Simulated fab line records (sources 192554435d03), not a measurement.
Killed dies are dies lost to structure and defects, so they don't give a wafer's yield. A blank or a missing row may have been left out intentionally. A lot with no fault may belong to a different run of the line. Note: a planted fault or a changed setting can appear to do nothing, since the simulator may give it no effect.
fab line records -- flow n5-finfet
record: lots: 7, wafers: 19, last-day: 19
route steps=1938 shown SD_ACTIVATION@331 ILD0@335 BEOL_M4@1111 PASSIVATION@1936
lots that met no fault: from a run of the same line without faults
start-h: the number of hours between the record's first day and the start of the first shown wafer of the lot -- wait-h: hours elapsed since this lot's preceding step -- " repeats the value in the row above -- L1.1+2: a row that stands for several wafers -- - no value, or no start given -- * or withheld: withheld -- < > ~ a bound
route shown NAME@n: NAME is a module with steps in the file, n the number in the route of the first one -- usual: average and standard deviation across the fault-free wafers -- same: alike in all rows -- chamber/n: place in a boat -- sites: per-site readings -- _std_site: the values' standard deviation -- _edge_site: outer sites' mean less inner sites' -- radius-mm: for every site, how far away it sits from the centre of the wafer -- mask NAME#n: copy n -- behind: the last tool/chamber to shape the wafer -- hold: what put the lot on hold/how long, in hours/how the hold closed -- device: whichever transistor did not switch (one of n, p or np) -- end of line: tests of these same wafers at the route's end -- for a step that has no rows: nothing shown but its recipe -- killed: the dies lost at the first sort to structure and to defects; this is not the yield of the wafer -- map: a wafer's dies, x killed, . not, _ none there
set.NAME: setting as actually run; set.NAME@STEP: the setting as run at that earlier step -- model.NAME: the simulator's own value behind a step, which no gauge read
lots at some steps of the route; a table a step, a row a wafer
services: the hour from which a tool's chamber was out of use, counted from the record's first day as start-h (under 0 if before that day), plus the number of hours and why
== steps ==
step: N5_SD_ACTIVATION_LSA_01
recipe: temp-c: 1080, time-s: 0.0008, ambient: N2
usual: wafer_temp_C_max: 1086.0/1.2
lot.wafer,tool,chamber,start-h,wait-h,wafer_temp_C_max
L895.2,laser-anneal-01,0,58.15,0.2,1085.7
L895.3,laser-anneal-01,0,58.15,0.2,1086.4
L895.5,laser-anneal-01,0,58.15,0.2,1086.7
L896.1,laser-anneal-02,0,66.70,0.2,1086.7
L896.4,laser-anneal-02,0,66.70,0.2,1086.1
L896.6,laser-anneal-02,0,66.70,0.2,1086.1
L906.1,laser-anneal-01,0,125.76,0.2,1087.1
L906.3,laser-anneal-01,0,125.76,0.2,1085.4
L906.4,laser-anneal-01,0,125.76,0.2,1085.1
L908.1,laser-anneal-01,0,136.35,0.2,1083.8
L908.3,laser-anneal-01,0,136.35,0.2,1084.5
L911.3,laser-anneal-02,0,158.48,0.2,1087.0
L911.5,laser-anneal-02,0,158.48,0.2,1085.9
L916.2,laser-anneal-01,0,182.80,0.2,1086.6
L916.3,laser-anneal-01,0,182.80,0.2,1085.2
L916.6,laser-anneal-01,0,182.80,0.2,1085.3
L918.1,laser-anneal-01,0,195.70,0.2,1084.7
L918.2,laser-anneal-01,0,195.70,0.2,1086.0
L918.6,laser-anneal-01,0,195.70,0.2,1085.9
step: N5_SD_ACTIVATION_RS_MEAS_03
recipe: thk-meas-gauge: four-point-probe
usual: RS_SD_N: 21.9/0.31, RS_SD_P: 56.0/0.99
lot.wafer,tool,chamber,start-h,wait-h,RS_SD_N[ohm/sq],RS_SD_P[ohm/sq]
L895.2,film-metro-01,-,58.36,0.2,21.9,55.7
L895.3,film-metro-01,-,58.36,0.2,21.4,55.3
L895.5,film-metro-01,-,58.36,0.2,21.8,56.2
L896.1,film-metro-02,-,66.90,0.2,21.8,57.3
L896.4,film-metro-02,-,66.90,0.2,22.1,57.0
L896.6,film-metro-02,-,66.90,0.2,21.6,57.8
L906.1,film-metro-01,-,125.96,0.2,21.8,54.1
L906.3,film-metro-01,-,125.96,0.2,21.7,55.0
L906.4,film-metro-01,-,125.96,0.2,21.7,55.5
L908.1,film-metro-02,-,136.57,0.2,21.5,54.1
L908.3,film-metro-02,-,136.57,0.2,21.3,54.6
L911.3,film-metro-01,-,158.66,0.2,21.9,54.6
L911.5,film-metro-01,-,158.66,0.2,21.9,54.8
L916.2,film-metro-01,-,183.00,0.2,21.8,55.8
L916.3,film-metro-01,-,183.00,0.2,21.9,56.0
L916.6,film-metro-01,-,183.00,0.2,21.8,55.7
L918.1,film-metro-01,-,195.90,0.2,21.6,56.4
L918.2,film-metro-01,-,195.90,0.2,21.8,57.9
L918.6,film-metro-01,-,195.90,0.2,22.1,57.4
step: N5_SD_ACTIVATION_INSPECT_02
recipe: inspect-instrument: darkfield, mode: post-anneal
usual: raw-defect-count: 190/37
lot.wafer,tool,chamber,start-h,wait-h,raw-defect-count
L895.2,defect-inspect-02,-,58.66,0.1,187
L895.3,defect-inspect-02,-,58.66,0.1,259
L895.5,defect-inspect-02,-,58.66,0.1,149
L896.1,defect-inspect-02,-,67.22,0.2,213
L896.4,defect-inspect-02,-,67.22,0.2,176
L896.6,defect-inspect-02,-,67.22,0.2,194
L906.1,defect-inspect-02,-,126.28,0.2,193
L906.3,defect-inspect-02,-,126.28,0.2,154
L906.4,defect-inspect-02,-,126.28,0.2,202
L908.1,defect-inspect-01,-,136.89,0.2,206
L908.3,defect-inspect-01,-,136.89,0.2,243
L911.3,defect-inspect-02,-,158.95,0.1,196
L911.5,defect-inspect-02,-,158.95,0.1,178
L916.2,defect-inspect-02,-,183.30,0.1,225
L916.3,defect-inspect-02,-,183.30,0.1,234
L916.6,defect-inspect-02,-,183.30,0.1,220
L918.1,defect-inspect-02,-,196.22,0.2,219
L918.2,defect-inspect-02,-,196.22,0.2,192
L918.6,defect-inspect-02,-,196.22,0.2,223
step: N5_ILD0_LINER_00
recipe: material: SiNx, target-thk-a: 40, temp-c: 400, ald-precursor-family: SiH2I2, ald-co-reactant: N2/H2-plasma, pulse-time-s: 1, purge-time-s: 2, co-reactant-purge-time-s: 2, ald-cycles: 80, pressure-torr: 2
usual: heater-power-w: 888/63, precursor-pulse-height-rel: 1.001/0.019
same: purge-time-s: 2
lot.wafer,tool,chamber,start-h,wait-h,heater-power-w,precursor-pulse-height-rel,since-wet-clean-h
L895.2,ald-sin-03,1,58.69,0.0,862,0.987,339
L895.3,ald-sin-03,0,58.69,0.0,914,0.995,339
L895.5,ald-sin-03,3,58.69,0.0,804,0.994,-
L896.1,ald-sin-04,3,67.69,0.5,970,0.965,60
L896.4,ald-sin-04,3,67.69,0.5,993,1.055,-
L896.6,ald-sin-04,0,67.69,0.5,910,0.986,-
L906.1,ald-sin-04,1,126.32,0.0,876,0.981,118
L906.3,ald-sin-04,2,126.32,0.0,963,1.012,118
L906.4,ald-sin-04,0,126.32,0.0,935,1.015,118
L908.1,ald-sin-04,3,137.04,0.2,971,0.987,129
L908.3,ald-sin-04,2,137.04,0.2,948,0.976,129
L911.3,ald-sin-03,0,158.98,0.0,876,0.986,60
L911.5,ald-sin-03,3,158.98,0.0,876,0.955,-
L916.2,ald-sin-04,1,183.37,0.1,895,1.000,175
L916.3,ald-sin-04,3,183.37,0.1,976,0.982,175
L916.6,ald-sin-04,1,183.37,0.1,888,1.012,-
L918.1,ald-sin-01,0,196.26,0.0,759,1.018,5
L918.2,ald-sin-01,1,196.26,0.0,910,0.978,5
L918.6,ald-sin-01,0,196.26,0.0,785,0.981,-
step: N5_ILD0_FCVD_FILL_01
recipe: material: SiO2_flowable, target-thk-a: 2000, temp-c: 100, pressure-torr: 0.8, rf-w: 2000, time-s: 328.3
step: N5_ILD0_CURE_02
recipe: temp-c: 450, time-s: 1800, ambient: steam, idle-temp-c: 400, ramp-up-c-per-min: 5, ramp-down-c-per-min: 3, densification-p-h2o-torr: 640
step: N5_ILD0_CMP_03
recipe: stop-on: SiNx, t-overpolish-s: 1.9, post-cmp-clean: alkaline-brush, down-force-psi: 4.1491, platen-rpm: 51.796, pad-velocity-m-s: 1.0306, target-thk-nm: 197.38
usual: motor-current-A: 11.7/1.2, overpolish-run-s: 1.900/0.0097, time-to-endpoint-s: 67/3.2
lot.wafer,tool,chamber,start-h,wait-h,motor-current-A,overpolish-run-s,time-to-endpoint-s
L895.3,cmp-01,2,61.11,0.1,13.7,1.893,69
L895.2,cmp-01,0,61.11,0.1,12.4,1.907,72
L895.5,cmp-01,2,61.11,0.1,14.5,1.880,70
L896.4,cmp-01,1,70.05,0.0,9.9,1.897,69
L896.1,cmp-01,0,70.05,0.0,12.8,1.909,74
L896.6,cmp-01,2,70.05,0.0,13.6,1.899,69
L906.3,cmp-04,3,128.75,0.1,10.1,1.894,64
L906.4,cmp-04,0,128.75,0.1,11.0,1.917,67
L906.1,cmp-04,1,128.75,0.1,11.4,1.908,63
L908.3,cmp-01,3,139.50,0.1,12.0,1.900,75
L908.1,cmp-01,0,139.50,0.1,12.3,1.889,70
L911.3,cmp-03,0,161.38,0.1,12.9,1.915,69
L911.5,cmp-03,3,161.38,0.1,12.3,1.909,70
L916.2,cmp-03,3,185.78,0.1,13.3,1.891,72
L916.3,cmp-03,1,185.78,0.1,11.6,1.908,70
L916.6,cmp-03,2,185.78,0.1,11.5,1.905,65
L918.1,cmp-04,2,198.62,0.0,11.6,1.915,62
L918.2,cmp-04,1,198.62,0.0,11.4,1.903,63
L918.6,cmp-04,2,198.62,0.0,11.9,1.894,63
step: N5_ILD0_THK_MEAS_04
usual: thk-nm: 196.8/1.1
lot.wafer,tool,chamber,start-h,wait-h,thk-nm
L895.2,film-metro-02,-,61.37,-,196.8
L895.3,film-metro-02,-,61.37,-,196.1
L895.5,film-metro-02,-,61.37,-,195.2
L896.1,film-metro-01,-,70.35,-,197.6
L896.4,film-metro-01,-,70.35,-,196.8
L896.6,film-metro-01,-,70.35,-,197.0
L906.1,film-metro-01,-,129.01,-,197.1
L906.3,film-metro-01,-,129.01,-,195.7
L906.4,film-metro-01,-,129.01,-,195.8
L908.1,film-metro-02,-,139.72,-,197.1
L908.3,film-metro-02,-,139.72,-,196.8
L911.3,film-metro-01,-,161.64,-,196.6
L911.5,film-metro-01,-,161.64,-,198.0
L916.2,film-metro-01,-,186.03,-,197.0
L916.3,film-metro-01,-,186.03,-,197.3
L916.6,film-metro-01,-,186.03,-,196.3
L918.1,film-metro-02,-,198.92,-,196.4
L918.2,film-metro-02,-,198.92,-,196.5
L918.6,film-metro-02,-,198.92,-,196.0
step: N5_ILD0_CMP_07
recipe: stop-on: poly-Si, material: SiO2_flowable, t-overpolish-s: 1.18, post-cmp-clean: alkaline-brush, down-force-psi: 4.1491, platen-rpm: 51.796, pad-velocity-m-s: 1.0306, target-thk-nm: 138.88
usual: motor-current-A: 11.8/1.1
lot.wafer,tool,chamber,start-h,wait-h,motor-current-A
L895.3,cmp-04,3,61.47,0.1,9.6
L895.2,cmp-04,0,61.47,0.1,10.1
L895.5,cmp-04,2,61.47,0.1,11.6
L896.1,cmp-03,3,70.38,0.0,12.8
L896.4,cmp-03,0,70.38,0.0,12.1
L896.6,cmp-03,3,70.38,0.0,12.8
L906.4,cmp-03,1,129.04,0.0,12.5
L906.1,cmp-03,2,129.04,0.0,12.0
L906.3,cmp-03,3,129.04,0.0,12.9
L908.3,cmp-03,0,139.75,0.0,12.2
L908.1,cmp-03,2,139.75,0.0,11.2
L911.3,cmp-01,0,161.75,0.1,12.2
L911.5,cmp-01,2,161.75,0.1,13.5
L916.3,cmp-01,1,186.06,0.0,10.0
L916.2,cmp-01,3,186.06,0.0,11.9
L916.6,cmp-01,2,186.06,0.0,13.9
L918.1,cmp-01,1,199.06,0.1,10.0
L918.2,cmp-01,2,199.06,0.1,13.4
L918.6,cmp-01,0,199.06,0.1,12.4
step: N5_ILD0_THK_MEAS_08
usual: thk-nm: 138.4/1.1
lot.wafer,tool,chamber,start-h,wait-h,thk-nm
L895.2,film-metro-01,-,61.69,-,138.3
L895.3,film-metro-01,-,61.69,-,137.6
L895.5,film-metro-01,-,61.69,-,136.6
L896.1,film-metro-02,-,70.67,-,138.1
L896.4,film-metro-02,-,70.67,-,137.6
L896.6,film-metro-02,-,70.67,-,138.1
L906.1,film-metro-01,-,129.33,-,138.6
L906.3,film-metro-01,-,129.33,-,138.5
L906.4,film-metro-01,-,129.33,-,138.1
L908.1,film-metro-02,-,140.04,-,137.4
L908.3,film-metro-02,-,140.04,-,138.0
L911.3,film-metro-02,-,161.97,-,139.7
L911.5,film-metro-02,-,161.97,-,139.5
L916.2,film-metro-02,-,186.36,-,141.6
L916.3,film-metro-02,-,186.36,-,139.2
L916.6,film-metro-02,-,186.36,-,139.6
L918.1,film-metro-02,-,199.31,-,138.3
L918.2,film-metro-02,-,199.31,-,137.9
L918.6,film-metro-02,-,199.31,-,140.1
step: N5_ILD0_PRECLEAN_10
recipe: chemistry: NF3:NH3, afs-cycles: 5, time-s: 20, temp-c: 30, sublimation-temp-c: 180, sublimation-time-s: 60, pressure-torr: 3, rf-power-w: 30
step: N5_ILD0_ALD_15
recipe: material: SiNx, target-thk-a: 240, temp-c: 400, ald-precursor-family: SiH2I2, ald-co-reactant: N2/H2-plasma, pulse-time-s: 1, ald-cycles: 480, purge-time-s: 2, co-reactant-purge-time-s: 2, pressure-torr: 2
usual: ald-cycles: 480/0, heater-power-w: 871/72, precursor-pulse-height-rel: 0.998/0.02
same: purge-time-s: 2
lot.wafer,tool,chamber,start-h,wait-h,ald-cycles,heater-power-w,precursor-pulse-height-rel,since-wet-clean-h,model.SiNx_of_ILD0_ALD_15.thk-nm
L895.2,ald-sin-01,1,62.41,0.5,480,871,1.006,252,24
L895.3,ald-sin-01,2,62.41,0.5,480,792,1.042,252,24
L895.5,ald-sin-01,2,63.50,1.2,480,807,0.987,-,24
L896.1,ald-sin-03,2,71.39,0.6,480,990,0.999,352,24
L896.4,ald-sin-03,1,71.39,0.6,480,860,0.995,352,24
L896.6,ald-sin-03,3,72.48,1.1,480,845,1.001,-,24
L906.1,ald-sin-01,0,130.05,0.6,480,763,1.019,320,24.2
L906.3,ald-sin-01,1,130.05,0.6,448,878,1.000,320,22.4
L906.4,ald-sin-01,0,131.14,1.3,480,770,1.005,-,24
L908.1,ald-sin-01,0,140.76,0.6,480,766,0.987,331,24
L908.3,ald-sin-01,2,140.76,0.6,448,813,0.989,331,22.2
L911.3,ald-sin-01,3,162.68,0.4,448,770,1.016,352,22.6
L911.5,ald-sin-01,1,163.77,1.2,448,872,0.982,-,22.4
L916.2,ald-sin-04,2,187.09,0.5,480,938,0.958,180,24
L916.3,ald-sin-04,3,187.09,0.5,480,994,0.989,180,24
L916.6,ald-sin-04,3,188.18,1.1,480,990,1.021,-,24.2
L918.1,ald-sin-04,0,200.69,1.1,480,933,0.981,193,24
L918.2,ald-sin-04,3,200.69,1.1,480,981,0.976,193,24.2
L918.6,ald-sin-04,3,201.78,1.1,480,1013,0.984,-,24.2
step: N5_ILD0_CMP_12
recipe: stop-on: poly-Si, material: SiNx, t-overpolish-s: 6, post-cmp-clean: alkaline-brush, down-force-psi: 2.5, platen-rpm: 51.8, pad-velocity-m-s: 1.0307, target-thk-nm: 17.67
usual: motor-current-A: 8.5/0.8
lot.wafer,tool,chamber,start-h,wait-h,motor-current-A
L895.3,cmp-04,3,64.65,1.2,6.9
L895.2,cmp-04,1,64.65,1.2,8.5
L895.5,cmp-04,2,64.65,1.2,8.3
L896.4,cmp-01,2,73.59,1.1,9.5
L896.1,cmp-01,1,73.59,1.1,7.6
L896.6,cmp-01,2,73.59,1.1,9.8
L906.1,cmp-03,0,132.25,1.1,9.2
L906.4,cmp-03,1,132.25,1.1,8.9
L906.3,cmp-03,2,132.25,1.1,8.9
L908.3,cmp-03,3,143.00,1.2,9.6
L908.1,cmp-03,1,143.00,1.2,9.6
L911.3,cmp-03,1,164.92,1.2,9.1
L911.5,cmp-03,1,164.92,1.2,8.7
L916.3,cmp-03,2,189.37,1.2,8.7
L916.2,cmp-03,3,189.37,1.2,10.2
L916.6,cmp-03,1,189.37,1.2,8.9
L918.1,cmp-03,0,203.03,1.3,9.0
L918.2,cmp-03,2,203.03,1.3,8.9
L918.6,cmp-03,1,203.03,1.3,9.0
step: N5_BEOL_M4_RC_MEAS_101
usual: DIBL_N: 35.3/1.8, DIBL_P: 35.2/2.2, IOFF_N: 0.144/0.029, IOFF_P: 0.19/0.031, ION_N: 670/12, ION_P: 460/7.6, SS_N: 71.2/0.62, SS_P: 73.0/0.69, VT_N: 251/3.4, VT_P: -251.4/2.6
lot.wafer,tool,chamber,start-h,wait-h,DIBL_N[mV/V],DIBL_P[mV/V],IOFF_N[nA/um],IOFF_P[nA/um],ION_N[uA/um],ION_P[uA/um],SS_N[mV/dec],SS_P[mV/dec],VT_N[mV],VT_P[mV]
L895.2,prober-01,0,171.89,0.2,37.8,37.2,0.162,0.23,676,466,71.4,73.9,250,-251.8
L895.3,prober-01,0,171.89,0.2,40.0,38.1,0.197,0.24,681,465,72.3,74.1,250,-249.9
L895.5,prober-01,0,171.89,0.2,36.7,35.9,0.145,0.21,668,467,71.4,73.1,253,-250.3
L896.1,prober-02,0,192.26,0.0,34.5,35.0,0.148,0.19,674,461,70.6,73.0,249,-253.3
L896.4,prober-02,0,192.26,0.0,32.6,32.3,0.120,0.16,672,456,70.8,71.7,252,-254.6
L896.6,prober-02,0,192.26,0.0,33.3,33.8,0.134,0.17,680,465,71.2,72.9,247,-253.0
L906.1,prober-02,0,245.57,0.0,35.0,33.5,0.117,0.18,659,461,70.2,72.9,254,-252.9
L906.3,prober-02,0,245.57,0.0,36.1,34.5,0.134,0.19,666,456,71.6,73.2,253,-251.0
L906.4,prober-02,0,245.57,0.0,35.9,34.3,0.125,0.18,652,449,70.7,72.4,254,-253.4
L908.1,prober-01,0,246.89,0.0,35.2,35.1,0.136,0.20,687,474,72.1,73.2,253,-251.8
L908.3,prober-01,0,246.89,0.0,37.2,37.3,0.169,0.23,687,468,73.0,73.4,248,-251.0
L911.3,prober-02,0,315.49,0.3,36.2,36.4,0.133,0.18,669,453,71.4,73.8,254,-254.5
L911.5,prober-02,0,315.49,0.3,36.3,37.4,0.142,0.20,671,467,71.4,73.6,252,-251.2
L916.2,prober-02,0,318.53,0.2,36.2,37.5,0.168,0.24,690,472,72.1,73.1,248,-248.1
L916.3,prober-02,0,318.53,0.2,33.3,32.0,0.107,0.15,662,458,70.2,72.6,253,-252.7
L916.6,prober-02,0,318.53,0.2,37.0,36.8,0.158,0.22,681,470,71.0,73.4,248,-248.6
L918.1,prober-01,0,341.60,0.0,39.6,39.9,0.217,0.28,672,463,72.3,75.1,245,-247.7
L918.2,prober-01,0,341.60,0.0,36.6,35.3,0.146,0.18,668,454,71.4,73.1,250,-252.8
L918.6,prober-01,0,341.60,0.0,36.3,35.1,0.140,0.18,660,447,71.4,73.2,255,-254.5
step: N5_PASSIVATION_PROBE_49
usual: defect-limited-yield: 91.0/1.4, killed_at_M0_to_M3: 36/10, killed_at_M4_up: 15/5, killed-at-contacts: 12/6.1, killed-at-front-end: 40/13, killed-at-other: 3.8/2.9, killed-dies: 106/16, killed-open: 68/12, killed-short: 35/8.2, sort_bin_5_function: 5.2/0.9, sort_bin_6_memory: 3.4/0.71, sort_bin_8_speed: 0.0/0.46, sort-n-pass: 1073/17, sort-yield-pct: 91.0/1.5
same: gross-dies: 1180, killed-at-back-side: 0, sort_bin_4_leakage[%]: 0
lot.wafer,tool,chamber,start-h,wait-h,defect-limited-yield[%],killed_at_M0_to_M3,killed_at_M4_up,killed-at-contacts,killed-at-front-end,killed-at-other,killed-dies,killed-open,killed-short,sort_bin_5_function[%],sort_bin_6_memory[%],sort_bin_8_speed[%],sort-n-pass,sort-yield-pct[%]
L908.1,prober-01,-,377.49,0.7,91.4,37,10,9,45,1,102,71,30,5.0,3.6,0,1078,91.4
L908.3,prober-01,-,377.59,0.8,88.8,28,16,14,70,4,132,79,50,7.3,3.6,0,1048,88.8
killed by level:class
L908.1 BEOL_M3:geometric-particle:open=11 FIN_SAQP:geometric-particle:short=10 DUMMY_GATE:geometric-particle:open=9 BEOL_M2:geometric-particle:open=9 MOL_CONTACT_COAG:geometric-particle:open=8 BEOL_M4:geometric-particle:open=7 BEOL_M0_SAQP:geometric-particle:short=6 STI_FIN_REVEAL:geometric-particle:open=5
L908.3 STI_FIN_REVEAL:geometric-particle:open=22 FIN_SAQP:geometric-particle:short=17 FIN_SAQP:geometric-particle:open=10 MOL_CONTACT_COAG:geometric-particle:open=9 BEOL_M0_SAQP:geometric-particle:open=8 BEOL_M3:geometric-particle:open=8 BEOL_M0_SAQP:geometric-particle:short=7 DUMMY_GATE:geometric-particle:open=5
== services ==
tool,chamber,start-h,hours,kind
ald-sin-03,2,36.17,30.6,repair
ald-sin-03,-,46.93,2.8,pm
ald-sin-01,1,53.47,5.8,repair
cmp-04,-,54.31,4.0,pm
cmp-01,-,63.04,4.3,repair
ald-sin-04,1,63.54,2.9,repair
ald-sin-04,2,64.22,4.0,repair
cmp-04,-,77.34,0.3,repair
ald-sin-01,0,78.08,1.3,repair
ald-sin-03,-,85.25,14.0,pm
ald-sin-03,-,110.50,6.0,pm
cmp-01,-,118.82,6.3,pm
cmp-03,-,119.95,4.0,pm
ald-sin-03,0,123.41,7.3,repair
cmp-04,-,132.61,6.9,pm
cmp-03,-,144.01,4.8,repair
cmp-04,-,144.08,2.5,repair
cmp-01,-,148.43,0.8,repair
ald-sin-04,2,159.43,13.7,repair
ald-sin-03,-,170.87,0.7,repair
ald-sin-01,-,176.88,14.0,pm
cmp-01,-,178.89,4.0,pm
laser-anneal-01,-,198.61,4.3,pm
cmp-01,-,200.70,19.2,pm
== key ==
first-sign: step: N5_ILD0_ALD_15, reading: ald-cycles, direction: down, sigmas: 99+, usual: *, struck: *
effect none on later readings
model-effect: step: N5_ILD0_ALD_15, value: SiNx_of_ILD0_ALD_15.thk-nm, without: 24, struck: 22.4
met-at N5_ILD0_ALD_15
struck-wafers L906.3,L908.3,L911.3,L911.5
onset-between 62.41 130.05
fault: kind: process-parameter-drift, tool: ald-sin-01, chamber: -, onset-h: 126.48, steps: N5_ILD0_ALD_15, channel: ald-cycles, offset: *, shape: step, end-h: 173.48, scope: struck-wafers-only, acts-in: *, stated: *
